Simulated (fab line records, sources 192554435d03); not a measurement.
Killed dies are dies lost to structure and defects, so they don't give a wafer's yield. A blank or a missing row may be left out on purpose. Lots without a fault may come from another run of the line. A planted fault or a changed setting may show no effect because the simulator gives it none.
Chamber matching | flow n5_finfet | N5_FIN_SAQP_STRIP_77 on rie_diel-06: 4 sister chambers
The step strips in N2/H2, time 90 s. 16 wafers are shown with their chamber, then 8 later ones without.

WAFERS WITH THEIR CHAMBER
wafer  | chamber | drypump_motor_current_A (A) | showerhead_plenum_p_Torr (Torr) | throttle_valve_pct (%)
L076.2 | 1       | 5.7                         | 3.55                            | 12.4
L076.4 | 3       | 4.9                         | 3.44                            | 12.2
L076.6 | 1       | 5.7                         | 3.55                            | 12.4
L079.1 | 0       | 6.9                         | 3.29                            | 11.8
L079.4 | 1       | 5.7                         | 3.54                            | 12.4
L079.6 | 0       | 6.9                         | 3.29                            | 11.8
L084.3 | 0       | 6.8                         | 3.28                            | 11.9
L084.5 | 3       | 4.9                         | 3.43                            | 12.2
L084.6 | 0       | 6.9                         | 3.28                            | 11.9
L085.2 | 3       | 4.9                         | 3.43                            | 12.2
L085.4 | 2       | 6.0                         | 3.25                            | 12.0
L085.6 | 1       | 5.7                         | 3.54                            | 12.5
L090.1 | 2       | 6.0                         | 3.25                            | 12.1
L090.3 | 1       | 5.7                         | 3.53                            | 12.5
L090.6 | 3       | 4.9                         | 3.43                            | 12.3
L092.1 | 3       | 4.9                         | 3.42                            | 12.3

SIGNATURES (means of the wafers above)
reading                  | chamber 0 | chamber 1 | chamber 2 | chamber 3 | scatter within a chamber
drypump_motor_current_A  | 6.875     | 5.700     | 6.000     | 4.900     | 0.025
showerhead_plenum_p_Torr | 3.2850    | 3.5420    | 3.2500    | 3.4300    | 0.00695
throttle_valve_pct       | 11.850    | 12.440    | 12.050    | 12.240    | 0.057
Rule: a wafer's distance from a chamber is the root of the sum, over the readings, of the square of ((its reading less the chamber's mean) divided by the reading's scatter). The wafer belongs to the nearest chamber; if the next one is less than 2 further off, it can't be placed. The scatter: the root of (the sum of the squares of (reading less its chamber's mean) over the shown wafers, divided by (wafers less chambers)).

WAFERS WITHOUT THEIR CHAMBER
wafer  | drypump_motor_current_A (A) | showerhead_plenum_p_Torr (Torr) | throttle_valve_pct (%)
L092.4 | 6.8                         | 3.27                            | 11.9
L092.6 | 4.9                         | 3.42                            | 12.3
L093.1 | 6.9                         | 3.27                            | 11.9
L093.4 | 4.9                         | 3.42                            | 12.3
L093.5 | 5.8                         | 3.53                            | 12.5
L095.1 | 4.9                         | 3.42                            | 12.3
L095.3 | 6.8                         | 3.27                            | 11.9
L095.4 | 5.7                         | 3.53                            | 12.5

WHICH CHAMBER EACH WENT THROUGH
wafer  | from the rows above | in truth
L092.4 | 0                   | 0
L092.6 | 3                   | 3
L093.1 | 0                   | 0
L093.4 | 3                   | 3
L093.5 | 1                   | 1
L095.1 | 3                   | 3
L095.3 | 0                   | 0
L095.4 | 1                   | 1
Placed correctly: 8 of 8. Can't be placed from these rows: 0. Placed wrongly: 0.
